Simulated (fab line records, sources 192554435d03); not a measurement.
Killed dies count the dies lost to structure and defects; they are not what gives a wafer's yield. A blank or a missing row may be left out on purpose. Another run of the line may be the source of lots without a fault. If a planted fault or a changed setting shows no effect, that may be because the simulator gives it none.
fab line records | flow n5Finfet
record: lots: 9 wafers: 26 lastDay: 18
route steps=1938 shown BEOL_M4@1111 BEOL_M13@1696 BEOL_M14@1717 PASSIVATION@1936
lots with no fault: from the same line, run without faults
startH: the number of hours between the record's first day and the start of the first shown wafer of the lot | waitH: time in hours since the lot's previous step | " unchanged from the row above | L1.1+2: several wafers, shown together as one row | - value missing, or start not given | * or withheld: withheld | < > ~ a bound
route shown NAME@n: names a module that has steps shown in the file, with the first one's number in the route | usual: the fault-free wafers' mean and standard deviation | same: alike in all rows | chamber/n: place in a boat | sites: each site's reading | _std_site: the values' standard deviation | _edge_site: the outer-site mean with the inner-site mean subtracted | radiusMm: how far each site lies from the wafer's centre | mask NAME#n: copy n | behind: the last tool/chamber to shape the wafer | hold: the reason the lot was held/the length of the hold in hours/how it ended | device: the n, p or np transistor that did not switch | end of line: the route-end tests of the same wafers | for a step that has no rows: nothing shown but its recipe | killed: the dies lost at the first sort to structure and to defects; this is not the yield of the wafer | map: shows each die of a wafer: x if killed, . if not, _ if none is there
set.NAME: setting as actually run; set.NAME@STEP: the setting as run at that earlier step | model.NAME: the simulator's own value behind a step, which no gauge read
steps of the route over a sample of lots; a table a step, a row a wafer
services: from which hour (startH, from the record's first day; less than 0 if before it) a tool's chamber was out of use, for how many hours, and why
== steps ==
step: N5_BEOL_M4_RC_MEAS_101
usual: DIBL_N: 37.2/2.5 DIBL_P: 38/3 IOFF_N: 0.17/0.044 IOFF_P: 0.24/0.059 ION_N: 667/13 ION_P: 461/7.9 SS_N: 71.8/0.86 SS_P: 73.6/0.92 VT_N: 250/4.1 VT_P: -249/3.9
columns lot.wafer tool chamber startH waitH DIBL_N[mV/V] DIBL_P[mV/V] IOFF_N[nA/um] IOFF_P[nA/um] ION_N[uA/um] ION_P[uA/um] SS_N[mV/dec] SS_P[mV/dec] VT_N[mV] VT_P[mV]
L592.2 prober-01 0 178.96 0.2 36.9 38 0.17 0.23 685 466 72.0 73.9 250 -247
L592.3 " 0 " " 36.7 37 0.15 0.21 656 460 71.8 72.6 252 -253
L592.6 " 0 " " 39.7 41 0.22 0.31 682 468 73.0 74.0 245 -243
L595.2 prober-02 0 203.60 0.2 34.7 33 0.10 0.17 654 462 71.3 72.4 255 -251
L595.3 " 0 " " 39.1 39 0.18 0.26 679 463 71.7 73.6 247 -244
L595.5 " 0 " " 39.5 41 0.21 0.29 683 467 72.2 74.7 244 -244
L598.1 prober-02 0 207.55 0.0 37.6 37 0.18 0.23 676 461 71.5 73.5 248 -251
L598.2 " 0 " " 36.2 36 0.15 0.22 660 458 71.5 73.6 253 -250
L598.4 " 0 " " 38.3 38 0.20 0.26 675 473 71.7 73.7 246 -249
L603.1 prober-01 0 253.24 0.0 43.1 43 0.26 0.44 691 484 73.7 75.0 245 -238
L603.3 " 0 " " 33.8 32 0.10 0.21 654 476 71.2 71.1 260 -247
L603.6 " 0 " " 40.1 40 0.21 0.39 676 478 72.3 74.7 246 -237
L604.2 prober-02 0 253.90 0.2 34.6 37 0.16 0.22 666 461 71.6 72.7 248 -247
L604.5 " 0 " " 36.5 40 0.19 0.27 681 469 71.9 73.8 246 -246
L604.6 " 0 " " 36.0 38 0.18 0.22 671 461 71.8 74.0 247 -251
L605.1 prober-02 0 269.10 0.0 39.0 39 0.19 0.23 678 460 72.2 73.8 248 -249
L605.4 " 0 " " 34.9 36 0.12 0.18 659 457 71.4 72.9 252 -252
L605.5 " 0 " " 36.5 38 0.15 0.21 672 455 71.8 73.5 250 -252
L610.3 prober-01 0 287.87 0.3 35.6 36 0.15 0.21 666 459 71.2 72.4 251 -251
L610.5 " 0 " " 36.4 38 0.16 0.24 681 469 71.0 72.7 251 -248
L610.6 " 0 " " 34.8 36 0.13 0.21 660 453 71.4 72.3 254 -252
L609.2 prober-02 0 290.62 0.2 37.6 39 0.16 0.26 663 467 72.2 73.7 252 -246
L609.5 " 0 " " 34.0 35 0.11 0.18 640 450 70.7 73.1 259 -252
L614.2 prober-02 0 314.24 0.2 32.1 33 0.11 0.15 655 449 70.3 71.7 254 -254
L614.3 " 0 " " 32.5 32 0.11 0.15 664 453 70.4 72.1 255 -256
L614.6 " 0 " " 34.2 36 0.14 0.19 672 465 70.5 72.6 252 -251
step: N5_BEOL_M13_TRENCH_ETCH_34
recipe: chemistry: C4F8/O2/Ar target: SiOC targetDepthA: 4134.7 maskMaterial: SOC pressureMtorr: 30 sourceW: 3000 biasW: 700 Ar_flow_sccm: 400 C4F8_flow_sccm: 15 O2_flow_sccm: 8 heInnerTorr: 15 heOuterTorr: 30 timeS: 162.6 ionEnergyEv: 250
usual: biasW: 700.0/2.1 drypumpMotorCurrentA: 5.9/0.51 oesProductAu: 0.79/0.07 rfVppV: 665.2/2.7 showerheadPlenumPTorr: 3.41/0.11 throttleValvePct: 24.15/0.2
columns lot.wafer tool chamber startH waitH biasW drypumpMotorCurrentA oesProductAu rfHoursCounterH rfVppV showerheadPlenumPTorr throttleValvePct
L592.2 rieDiel-01 0 259.79 0.0 700.2 5.5 0.87 50 663.1 3.36 24.15
L592.3 " 1 " " 700.6 5.4 0.84 57 664.4 3.37 23.94
L592.6 " 0 " " 701.0 5.5 0.87 - 663.1 3.36 24.15
L595.2 rieDiel-05 0 275.66 0.0 699.4 5.1 0.70 210 661.2 3.25 24.01
L595.3 " 1 " " 697.9 5.9 0.97 9 668.3 3.49 23.76
L595.5 " 2 " " 701.7 5.1 0.84 - 662.2 3.27 24.01
L598.1 rieDiel-03 1 285.70 0.0 702.1 6.6 0.74 190 664.7 3.36 24.11
L598.2 " 2 " " 699.3 5.8 0.75 142 665.8 3.44 24.14
L598.4 " 0 " " 698.6 6.0 0.79 93 665.8 3.41 24.17
L603.1 rieDiel-03 3 318.89 0.0 703.4 6.5 0.84 73 670.3 3.63 24.26
L603.3 " 2 " " 699.8 5.8 0.73 154 664.0 3.43 24.17
L603.6 " 1 " " 698.8 6.6 0.73 - 663.4 3.35 24.11
L604.2 rieDiel-01 3 320.54 0.0 700.1 6.0 0.81 95 666.6 3.50 24.43
L604.5 " 2 " " 700.1 5.3 0.85 - 662.1 3.33 24.00
L604.6 " 1 " " 699.3 5.4 0.81 - 662.8 3.36 23.97
L605.1 rieDiel-03 3 338.76 0.0 705.3 6.6 0.83 79 669.6 3.62 24.26
L605.4 " 0 " " 702.2 6.0 0.78 110 666.4 3.40 24.21
L605.5 " 1 " " 697.4 6.6 0.72 - 665.2 3.35 24.10
L610.3 rieDiel-03 3 356.62 0.0 699.2 6.5 0.82 84 669.6 3.62 24.26
L610.5 " 0 " " 698.6 6.1 0.77 - 666.2 3.40 24.20
L610.6 " 1 " " 703.6 6.6 0.72 - 664.3 3.35 24.13
L609.2 rieDiel-05 0 359.86 0.0 698.6 5.1 0.66 239 661.1 3.23 24.04
L609.5 " 1 " " 702.4 5.9 0.91 - 666.9 3.48 23.78
L614.2 rieDiel-03 2 393.54 0.0 698.9 5.8 0.72 176 666.0 3.42 24.19
L614.3 " 0 " " 699.6 6.1 0.77 119 666.4 3.40 24.20
L614.6 " 1 " " 699.9 6.6 0.71 - 664.7 3.34 24.14
step: N5_BEOL_M13_CMP_49
recipe: stopOn: SiOC tOverpolishS: 17.1 downForcePsi: 1 platenRpm: 50 clearingPlatenDownForcePsi: 1.5 clearingPlatenRpm: 50 postCmpClean: cuAlkaline targetThkNm: 420 clearingPlatenPadVelocityMS: 0.99484 padVelocityMS: 0.99484
usual: barrierFieldEndpointS: 30.2/0.84 headPressurePsi: 0.9999/0.0021 motorCurrentA: 6.2/0.68 overpolishRunS: 17.102/0.0088
columns lot.wafer tool chamber startH waitH barrierFieldEndpointS headPressurePsi motorCurrentA overpolishRunS
L592.3 cmp-02 2 262.56 0.2 31.9 0.9981 6.0 17.098
L592.2 " 3 " " 30.7 1.0028 6.2 17.107
L592.6 " 2 " " 31.6 0.9961 5.8 17.086
L595.3 cmp-03 0 277.65 0.2 29.5 1.0018 6.3 17.098
L595.2 " 1 " " 28.7 1.0005 5.2 17.109
L595.5 " 1 " " 30.3 1.0029 5.3 17.104
L598.2 cmp-03 3 290.47 0.3 29.9 0.9993 5.8 17.096
L598.4 " 0 " " 29.4 0.9995 6.5 17.106
L598.1 " 2 " " 30.2 0.9988 7.1 17.107
L603.3 cmp-03 1 321.21 0.2 30.0 0.9979 5.2 17.103
L603.1 " 2 " " 31.5 0.9979 7.1 17.110
L603.6 " 0 " " 30.5 0.9993 6.3 17.102
L604.2 cmp-03 1 322.34 0.3 60.5 0.9988 5.1 1.266
L604.5 " 2 " " 60.6 1.0000 7.3 1.174
L604.6 " 3 " " 60.2 1.0031 6.5 1.565
L605.1 cmp-03 0 345.45 0.3 29.9 0.9999 6.4 17.097
L605.4 " 1 " " 30.5 0.9983 4.7 17.090
L605.5 " 0 " " 59.1 0.9980 6.3 2.598
L610.3 cmp-02 3 365.54 0.2 29.3 1.0036 6.4 17.100
L610.5 " 2 " " 30.5 0.9984 5.9 17.103
L610.6 " 3 " " 30.5 1.0016 6.4 17.101
L609.2 cmp-04 3 365.66 0.3 30.0 1.0006 5.9 17.106
L609.5 " 0 " " 31.0 1.0012 4.9 17.113
L614.3 cmp-02 0 395.93 0.2 31.5 0.9977 6.5 17.110
L614.2 " 2 " " 30.3 0.9984 5.8 17.101
L614.6 " 0 " " 31.1 0.9970 6.1 17.096
step: N5_BEOL_M13_THK_MEAS_50
recipe: thkMeasGauge: xrf reads: Cu_of_BEOL_M13_ECD_47
usual: M13_THK: 425/8.4
columns lot.wafer tool chamber startH waitH M13_THK[nm]
L592.2 filmMetro-02 - 262.86 - 433
L592.3 " - " " 424
L592.6 " - " " 434
L595.2 filmMetro-01 - 277.95 - 416
L595.3 " - " " 432
L595.5 " - " " 437
L598.1 filmMetro-02 - 290.77 - 426
L598.2 " - " " 422
L598.4 " - " " 426
L603.1 filmMetro-01 - 321.47 - 425
L603.3 " - " " 413
L603.6 " - " " 415
L604.2 filmMetro-02 - 322.52 - 791
L604.5 " - " " 839
L604.6 " - " " 776
L605.1 filmMetro-01 - 345.71 - 417
L605.4 " - " " 417
L605.5 " - " " 761
L610.3 filmMetro-01 - 365.80 - 417
L610.5 " - " " 418
L610.6 " - " " 417
L609.2 filmMetro-02 - 365.84 - 403
L609.5 " - " " 438
L614.2 filmMetro-01 - 396.22 - 413
L614.3 " - " " 425
L614.6 " - " " 422
step: N5_BEOL_M13_DEP_53
recipe: material: SiCN targetThkA: 500 tempC: withheld precursor: 3MS/NH3 pressureTorr: 3 rfW: 675 timeS: 17.8
usual: showerheadPlenumPTorr: 4.165/0.022 throttleValvePct: 17.9/0.81
columns lot.wafer tool chamber startH waitH showerheadPlenumPTorr sinceWetCleanH throttleValvePct
L592.2 pecvd-04 2 262.92 0.0 4.156 394 16.6
L592.3 " 1 " " 4.138 1873 18.4
L592.6 " 0 " " 4.154 - 18.5
L595.2 pecvd-01 2 278.01 0.0 4.176 177 17.8
L595.3 " 0 " " 4.160 982 18.0
L595.5 " 0 " " 4.163 - 18.3
L598.1 pecvd-01 0 290.83 0.0 4.168 995 18.0
L598.2 " 2 " " 4.185 190 18.1
L598.4 " 1 " " 4.158 - 18.0
L603.1 pecvd-04 2 321.58 0.0 4.155 453 16.5
L603.3 " 0 " " 4.157 1207 18.4
L603.6 " 2 " " 4.156 - 16.8
L604.2 pecvd-03 1 322.59 0.0 4.157 1570 19.4
L604.5 " 1 " " 4.157 - 19.4
L604.6 " 1 " " 4.170 - 19.7
L605.1 pecvd-01 0 345.77 0.0 4.151 1050 18.0
L605.4 " 0 " " 4.153 - 18.0
L605.5 " 2 " " 4.186 - 18.0
L610.3 pecvd-01 1 365.86 0.0 4.148 1795 18.0
L610.5 " 2 " " 4.175 - 17.8
L610.6 " 0 " " 4.156 - 17.9
L609.2 pecvd-03 0 365.91 0.0 4.213 889 17.4
L609.5 " 2 " " 4.172 - 17.0
L614.2 pecvd-03 2 396.29 0.0 4.180 165 17.5
L614.3 " 1 " " 4.147 1644 19.5
L614.6 " 1 " " 4.155 - 19.2
step: N5_BEOL_M13_INSPECT_55
recipe: inspectInstrument: darkfield mode: postDep
usual: rawDefectCount: 77/23
columns lot.wafer tool chamber startH waitH rawDefectCount
L592.2 defectInspect-01 - 263.01 0.0 59
L592.3 " - " " 75
L592.6 " - " " 80
L595.2 defectInspect-01 - 278.10 0.0 92
L595.3 " - " " 104
L595.5 " - " " 54
L598.1 defectInspect-02 - 290.92 0.0 116
L598.2 " - " " 118
L598.4 " - " " 118
L603.1 defectInspect-01 - 321.67 0.0 60
L603.3 " - " " 51
L603.6 " - " " 86
L604.2 defectInspect-02 - 322.72 0.0 3151
L604.5 " - " " 3152
L604.6 " - " " 3157
L605.1 defectInspect-01 - 345.86 0.0 126
L605.4 " - " " 79
L605.5 " - " " 3210
L610.3 defectInspect-01 - 365.96 0.0 71
L610.5 " - " " 71
L610.6 " - " " 83
L609.2 defectInspect-01 - 366.01 0.0 56
L609.5 " - " " 46
L614.2 defectInspect-01 - 396.38 0.0 94
L614.3 " - " " 81
L614.6 " - " " 95
step: N5_BEOL_M14_THK_MEAS_01
recipe: reads: SiO2_of_BEOL_M14_ILD_DEP_00
usual: M14_ILD_THK: 1120/18
columns lot.wafer tool chamber startH waitH M14_ILD_THK[nm]
L592.2 filmMetro-02 - 263.24 0.1 1100
L592.3 " - " " 1103
L592.6 " - " " 1115
L595.2 filmMetro-02 - 278.33 0.1 1103
L595.3 " - " " 1105
L595.5 " - " " 1096
L598.1 filmMetro-02 - 291.15 0.1 1114
L598.2 " - " " 1122
L598.4 " - " " 1129
L603.1 filmMetro-01 - 321.90 0.1 1121
L603.3 " - " " 1127
L603.6 " - " " 1137
L605.1 filmMetro-02 - 346.09 0.1 1105
L605.4 " - " " 1170
L610.3 filmMetro-01 - 366.18 0.1 1085
L610.5 " - " " 1110
L610.6 " - " " 1098
L609.2 filmMetro-02 - 366.23 0.1 1086
L609.5 " - " " 1141
L614.2 filmMetro-01 - 396.61 0.1 1114
L614.3 " - " " 1101
L614.6 " - " " 1128
step: N5_PASSIVATION_PROBE_49
usual: defectLimitedYield: 91.5/1.4 killed_at_M0_to_M3: 32/11 killed_at_M4_up: 12/4.4 killedAtContacts: 13/6.1 killedAtFrontEnd: 39/12 killedAtOther: 3.9/3 killedDies: 100/17 killedOnRim: 13/3.9 killedOpen: 66/12 killedShort: 33/7.4 sort_bin_4_leakage: 0.03/0.14 sort_bin_5_function: 5.0/0.95 sort_bin_6_memory: 3.2/0.66 sort_bin_8_speed: 0.0/0.33 sortNPass: 1079/17 sortYieldPct: 91.4/1.5
same: grossDies: 1180 killedAtBackSide: 0
columns lot.wafer tool chamber startH waitH defectLimitedYield[%] killed_at_M0_to_M3 killed_at_M4_up killedAtContacts killedAtFrontEnd killedAtOther killedDies killedOnRim killedOpen killedShort sort_bin_4_leakage[%] sort_bin_5_function[%] sort_bin_6_memory[%] sort_bin_8_speed[%] sortNPass sortYieldPct[%]
L592.2 prober-01 - 293.30 0.1 91.9 42 13 2 34 5 96 13 61 33 0 4.1 3.8 0 1084 91.9
L592.3 prober-01 - 293.35 0.1 90.0 55 8 4 47 4 118 19 67 48 0 6.4 3.1 0 1062 90.0
L592.6 prober-01 - 293.50 0.3 93.1 26 8 10 34 3 81 11 53 25 0 4.2 2.5 0 1099 93.1
L595.2 prober-02 - 309.98 0.1 90.3 35 17 11 50 2 115 9 69 43 0 5.7 3.6 0.1 1065 90.3
L595.3 prober-02 - 310.03 0.1 91.5 19 15 19 43 4 100 11 58 38 0 4.8 3.4 0 1080 91.5
L595.5 prober-02 - 310.13 0.2 92.7 19 10 20 34 3 86 14 59 23 0 4.1 3.0 0 1094 92.7
L598.1 prober-01 - 322.64 0.0 92.2 31 5 13 39 4 92 8 55 35 0 4.7 2.9 0 1088 92.2
L598.2 prober-01 - 322.69 0.1 91.4 33 3 7 58 1 102 13 69 33 0 4.6 3.7 0 1078 91.4
L598.4 prober-01 - 322.79 0.2 91.7 51 5 18 19 5 98 16 62 36 0 4.9 3.1 0 1082 91.7
L604.2 prober-02 - 349.30 0.1 0 22 1116 6 36 0 1180 152 44 26 0 4.0 1.6 0 0 0
L604.5 prober-02 - 349.45 0.2 0 38 1104 5 31 2 1180 152 53 44 0 4.4 3.5 0 0 0
L604.6 prober-02 - 349.50 0.3 0 22 1112 10 35 1 1180 152 48 31 0 3.6 2.8 0 0 0
L603.1 prober-02 - 353.61 0.0 89.2 38 8 17 58 7 128 17 86 39 1.10 5.8 4.9 0 1039 88.1
L603.3 prober-02 - 353.71 0.1 91.3 34 8 8 49 4 103 10 72 28 0 5.6 2.8 0 1077 91.3
L603.6 prober-02 - 353.86 0.3 90.0 31 18 11 47 11 118 18 70 44 0.25 6.9 2.7 0 1059 89.7
L605.1 prober-02 - 369.75 0.0 92.4 27 11 14 37 1 90 8 55 33 0 4.7 2.4 0 1090 92.4
L605.4 prober-02 - 369.90 0.2 89.0 49 14 22 44 1 130 7 88 39 0 6.1 4.5 0 1050 89.0
L605.5 prober-02 - 369.95 0.2 0 43 1093 18 24 2 1180 152 69 31 0 4.7 3.4 0 0 0
L610.3 prober-02 - 394.13 0.1 92.4 29 10 4 42 5 90 10 62 23 0 4.2 2.9 0 1090 92.4
L610.5 prober-02 - 394.23 0.2 90.8 45 14 1 43 6 109 16 71 38 0 4.8 4.1 0 1071 90.8
L610.6 prober-02 - 394.28 0.3 92.1 38 10 10 34 1 93 10 60 32 0 5.1 2.5 0 1087 92.1
L609.2 prober-01 - 396.06 0.1 89.7 34 9 9 68 1 121 16 76 44 0 6.6 3.1 0 1059 89.7
L609.5 prober-01 - 396.21 0.2 91.5 30 2 20 44 4 100 14 72 27 0 5.5 2.7 0 1080 91.5
L614.2 prober-02 - 422.30 0.1 91.9 21 9 17 40 8 95 15 68 22 0 4.2 3.6 0 1085 91.9
L614.3 prober-02 - 422.35 0.1 89.9 35 10 12 52 10 119 17 74 44 0 6.5 3.3 0 1061 89.9
L614.6 prober-02 - 422.50 0.3 91.9 19 14 12 36 15 96 13 62 32 0 5.0 3.1 0 1084 91.9
killed by level:class
L592.2 BEOL_M0_SAQP:geometricParticle:short=11 BEOL_M0_SAQP:geometricParticle:open=10 STI_FIN_REVEAL:geometricParticle:open=9 BEOL_M2:geometricParticle:open=9 BEOL_M4:geometricParticle:open=8 FIN_SAQP:geometricParticle:open=6 BEOL_M3:geometricParticle:open=6 STI_FIN_REVEAL:geometricParticle:short=5
L592.3 BEOL_M0_SAQP:geometricParticle:short=13 STI_FIN_REVEAL:geometricParticle:open=11 BEOL_M0_SAQP:geometricParticle:open=11 FIN_SAQP:geometricParticle:open=8 BEOL_M2:geometricParticle:open=7 GATE_CUT:geometricParticle:short=6 BEOL_M3:geometricParticle:open=5 BEOL_M4:geometricParticle:open=5
L592.6 STI_FIN_REVEAL:geometricParticle:open=10 MOL_CONTACT_COAG:geometricParticle:open=9 FIN_SAQP:geometricParticle:short=5 BEOL_M3:geometricParticle:open=5 FIN_SAQP:geometricParticle:open=4 BEOL_M0_SAQP:geometricParticle:short=4 BEOL_M1:geometricParticle:open=4 DUMMY_GATE:geometricParticle:open=3
L595.2 FIN_SAQP:geometricParticle:open=19 BEOL_M0_SAQP:geometricParticle:short=11 FIN_SAQP:geometricParticle:short=10 MOL_CONTACT_COAG:geometricParticle:open=7 BEOL_M2:geometricParticle:open=6 DUMMY_GATE:geometricParticle:open=5 BEOL_M0_SAQP:geometricParticle:open=5 BEOL_M3:geometricParticle:open=5
L595.3 FIN_SAQP:geometricParticle:open=14 MOL_CONTACT_COAG:geometricParticle:open=13 BEOL_M0:geometricParticle:open=5 BEOL_M5:geometricParticle:short=5 STI_FIN_REVEAL:geometricParticle:open=4 BEOL_M0_SAQP:geometricParticle:short=4 DUMMY_GATE:geometricParticle:open=4 ILD0:geometricParticle:short=4
L595.5 MOL_CONTACT_COAG:geometricParticle:open=18 FIN_SAQP:geometricParticle:open=10 FIN_SAQP:geometricParticle:short=8 STARTING-WAFER:geometricParticle:open=6 BEOL_M0_SAQP:geometricParticle:open=5 DUMMY_GATE:geometricParticle:open=4 BEOL_M4:geometricParticle:open=4 BEOL_M0_SAQP:geometricParticle:short=3
L598.1 MOL_CONTACT_COAG:geometricParticle:open=11 BEOL_M0_SAQP:geometricParticle:short=8 STI_FIN_REVEAL:geometricParticle:open=6 DUMMY_GATE:geometricParticle:open=6 GATE_CUT:geometricParticle:short=6 BEOL_M0:geometricParticle:open=5 STARTING-WAFER:geometricParticle:open=5 GATE_CUT:geometricParticle:open=4
L598.2 STI_FIN_REVEAL:geometricParticle:open=18 FIN_SAQP:geometricParticle:open=13 BEOL_M0_SAQP:geometricParticle:open=12 BEOL_M0_SAQP:geometricParticle:short=11 FIN_SAQP:geometricParticle:short=9 MOL_CONTACT_COAG:geometricParticle:open=6 BEOL_M3:geometricParticle:open=5 GATE_CUT:geometricParticle:short=4
L598.4 MOL_CONTACT_COAG:geometricParticle:open=14 BEOL_M0_SAQP:geometricParticle:open=11 BEOL_M0_SAQP:geometricParticle:short=11 BEOL_M3:geometricParticle:open=10 BEOL_M1:geometricParticle:open=6 BEOL_M3:geometricParticle:short=5 MOL_CONTACT_COAG:geometricParticle:short=4 FIN_SAQP:geometricParticle:short=3
L604.2 BEOL_M13:areaCmp=1109 STI_FIN_REVEAL:geometricParticle:open=7 BEOL_M3:geometricParticle:open=7 FIN_SAQP:geometricParticle:short=6 MOL_CONTACT_COAG:geometricParticle:open=5 STARTING-WAFER:geometricParticle:short=5 GATE_CUT:geometricParticle:short=4 BEOL_M1:geometricParticle:open=4
L604.5 BEOL_M13:areaCmp=1083 BEOL_M0_SAQP:geometricParticle:short=14 BEOL_M0_SAQP:geometricParticle:open=11 BEOL_M1:geometricParticle:open=8 BEOL_M4:geometricParticle:open=8 GATE_CUT:geometricParticle:short=5 GATE_CUT:geometricParticle:open=5 BEOL_M4:geometricParticle:short=5
L604.6 BEOL_M13:areaCmp=1101 FIN_SAQP:geometricParticle:short=10 BEOL_M2:geometricParticle:open=7 MOL_CONTACT_COAG:geometricParticle:open=7 BEOL_M4:geometricParticle:open=6 DUMMY_GATE:geometricParticle:open=4 STARTING-WAFER:geometricParticle:open=4 STI_FIN_REVEAL:geometricParticle:open=3
L603.1 STI_FIN_REVEAL:geometricParticle:open=15 FIN_SAQP:geometricParticle:open=13 FIN_SAQP:geometricParticle:short=12 MOL_CONTACT_COAG:geometricParticle:open=12 BEOL_M0_SAQP:geometricParticle:open=11 BEOL_M0_SAQP:geometricParticle:short=9 BEOL_M1:geometricParticle:open=8 DUMMY_GATE:geometricParticle:open=5
L603.3 STI_FIN_REVEAL:geometricParticle:open=18 BEOL_M3:geometricParticle:open=10 DUMMY_GATE:geometricParticle:open=9 BEOL_M1:geometricParticle:open=6 FIN_SAQP:geometricParticle:short=5 MOL_CONTACT_COAG:geometricParticle:open=5 BEOL_M0_SAQP:geometricParticle:short=5 BEOL_M2:geometricParticle:open=5
L603.6 STI_FIN_REVEAL:geometricParticle:open=19 MOL_CONTACT_COAG:geometricParticle:open=9 FIN_SAQP:geometricParticle:short=8 BEOL_M0_SAQP:geometricParticle:open=8 BEOL_M0_SAQP:geometricParticle:short=7 BEOL_M1:geometricParticle:open=6 BEOL_M1:geometricParticle:short=5 BEOL_M4:geometricParticle:open=5
L605.1 STI_FIN_REVEAL:geometricParticle:open=14 MOL_CONTACT_COAG:geometricParticle:open=11 BEOL_M0_SAQP:geometricParticle:short=7 FIN_SAQP:geometricParticle:short=6 STARTING-WAFER:geometricParticle:open=6 BEOL_M2:geometricParticle:open=5 BEOL_M4:geometricParticle:open=5 BEOL_M1:geometricParticle:short=3
L605.4 MOL_CONTACT_COAG:geometricParticle:open=17 BEOL_M2:geometricParticle:open=17 FIN_SAQP:geometricParticle:short=11 FIN_SAQP:geometricParticle:open=10 BEOL_M0_SAQP:geometricParticle:short=9 BEOL_M4:geometricParticle:open=9 STI_FIN_REVEAL:geometricParticle:open=8 BEOL_M1:geometricParticle:open=6
L605.5 BEOL_M13:areaCmp=1080 MOL_CONTACT_COAG:geometricParticle:open=15 BEOL_M3:geometricParticle:open=12 STI_FIN_REVEAL:geometricParticle:open=11 BEOL_M0_SAQP:geometricParticle:short=7 BEOL_M4:geometricParticle:open=5 BEOL_M3:geometricParticle:short=4 BEOL_M0_SAQP:geometricParticle:open=4
L610.3 FIN_SAQP:geometricParticle:open=11 BEOL_M0_SAQP:geometricParticle:open=9 BEOL_M1:geometricParticle:open=6 BEOL_M2:geometricParticle:open=6 FIN_SAQP:geometricParticle:short=5 DUMMY_GATE:geometricParticle:open=5 STI_FIN_REVEAL:geometricParticle:open=3 GATE_CUT:geometricParticle:short=3
L610.5 BEOL_M2:geometricParticle:open=14 FIN_SAQP:geometricParticle:open=10 FIN_SAQP:geometricParticle:short=8 BEOL_M0_SAQP:geometricParticle:short=8 BEOL_M3:geometricParticle:open=8 STI_FIN_REVEAL:geometricParticle:open=6 BEOL_M4:geometricParticle:open=6 DUMMY_GATE:geometricParticle:open=4
L610.6 FIN_SAQP:geometricParticle:open=12 BEOL_M0_SAQP:geometricParticle:short=12 BEOL_M1:geometricParticle:open=9 MOL_CONTACT_COAG:geometricParticle:open=8 BEOL_M0_SAQP:geometricParticle:open=8 FIN_SAQP:geometricParticle:short=5 STI_FIN_REVEAL:geometricParticle:open=4 BEOL_M1:geometricParticle:short=4
L609.2 FIN_SAQP:geometricParticle:open=18 STI_FIN_REVEAL:geometricParticle:open=17 GATE_CUT:geometricParticle:short=11 FIN_SAQP:geometricParticle:short=10 BEOL_M2:geometricParticle:open=7 MOL_CONTACT_COAG:geometricParticle:open=6 BEOL_M0_SAQP:geometricParticle:open=6 BEOL_M3:geometricParticle:open=5
L609.5 FIN_SAQP:geometricParticle:open=16 MOL_CONTACT_COAG:geometricParticle:open=15 BEOL_M1:geometricParticle:open=8 STI_FIN_REVEAL:geometricParticle:open=7 GATE_CUT:geometricParticle:short=6 BEOL_M0_SAQP:geometricParticle:short=5 MOL_CONTACT_COAG:geometricParticle:short=5 FIN_SAQP:geometricParticle:short=4
L614.2 MOL_CONTACT_COAG:geometricParticle:open=14 FIN_SAQP:geometricParticle:open=10 DUMMY_GATE:geometricParticle:open=7 GATE_CUT:geometricParticle:open=6 BEOL_M1:geometricParticle:open=4 GATE_CUT:geometricParticle:short=4 BEOL_M2:geometricParticle:open=4 BEOL_M3:geometricParticle:open=4
L614.3 BEOL_M2:geometricParticle:open=9 DUMMY_GATE:geometricParticle:open=9 GATE_CUT:geometricParticle:open=9 GATE_CUT:geometricParticle:short=9 FIN_SAQP:geometricParticle:open=8 MOL_CONTACT_COAG:geometricParticle:open=8 BEOL_M0_SAQP:geometricParticle:short=8 FIN_SAQP:geometricParticle:short=6
L614.6 MOL_CONTACT_COAG:geometricParticle:open=8 PASS1_CAP:geometricParticle:short=7 DUMMY_GATE:geometricParticle:open=6 GATE_CUT:geometricParticle:open=6 BEOL_M2:geometricParticle:open=5 BEOL_M4:geometricParticle:open=4 GATE_CUT:geometricParticle:short=4 MOL_CONTACT_COAG:geometricParticle:short=4
== services ==
columns tool chamber startH hours kind
cmp-02 - 239.83 4.0 pm
cmp-02 - 256.58 0.3 repair
rieDiel-03 3 256.81 3.9 repair
pecvd-03 2 281.80 4.3 repair
cmp-04 - 306.07 0.5 repair
pecvd-03 - 307.84 0.5 repair
cmp-03 - 311.23 4.0 pm
cmp-04 - 319.68 1.3 repair
pecvd-03 0 320.29 13.8 repair
pecvd-01 - 333.72 1.4 repair
cmp-03 - 337.01 3.0 pm
rieDiel-01 0 339.95 5.7 repair
cmp-03 - 353.25 6.8 pm
rieDiel-01 - 359.56 0.5 repair
cmp-03 - 360.92 2.5 repair
cmp-03 - 366.71 1.0 repair
cmp-03 - 367.73 0.4 repair
cmp-04 - 369.74 3.2 pm
pecvd-03 2 377.01 8.5 repair
cmp-02 - 379.83 0.6 repair
rieDiel-01 - 382.50 0.2 repair
pecvd-01 2 383.68 6.4 repair
cmp-04 - 384.65 4.0 pm
rieDiel-05 0 385.16 3.4 repair
== key ==
firstSign: step: N5_BEOL_M13_CMP_49 reading: overpolishRunS direction: down sigmas: 99+ usual: 17.102 struck: 1.651
effect: step: N5_BEOL_M13_CMP_49 reading: barrierFieldEndpointS direction: up sigmas: 36 usual: 30.2 struck: 60.1
effect: step: N5_BEOL_M13_THK_MEAS_50 reading: M13_THK direction: up sigmas: 44 usual: 425 struck: 792
effect: step: N5_BEOL_M13_INSPECT_55 reading: rawDefectCount direction: up sigmas: 99+ usual: 77 struck: 3168
effect: step: N5_PASSIVATION_PROBE_49 reading: killed_at_M4_up direction: up sigmas: 99+ usual: 12 struck: 1106
moreKillsBornAt: N5_BEOL_M13_CMP_49@cmp-03: 4373
metAt N5_BEOL_M13_CMP_49
struckLots L604,L605
struckWafers L604.2,L604.5,L604.6,L605.5
laterRowsLeftOut L604.2,L604.5,L604.6,L605.5
notActingAt N5_BEOL_M13_TRENCH_ETCH_34,N5_BEOL_M13_DEP_53,N5_BEOL_M14_THK_MEAS_01
onsetBetween 321.21 322.34
fault: kind: processParameterDrift tool: cmp-03 chamber: - onsetH: 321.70 steps: N5_BEOL_M13_CMP_49 channel: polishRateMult offset: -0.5 shape: step endH: 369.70 scope: struckWafersOnly
laterRowsLeftOut: the simulator's readings of these wafers behind a module that went badly wrong aren't trusted and aren't shown, but for the sort
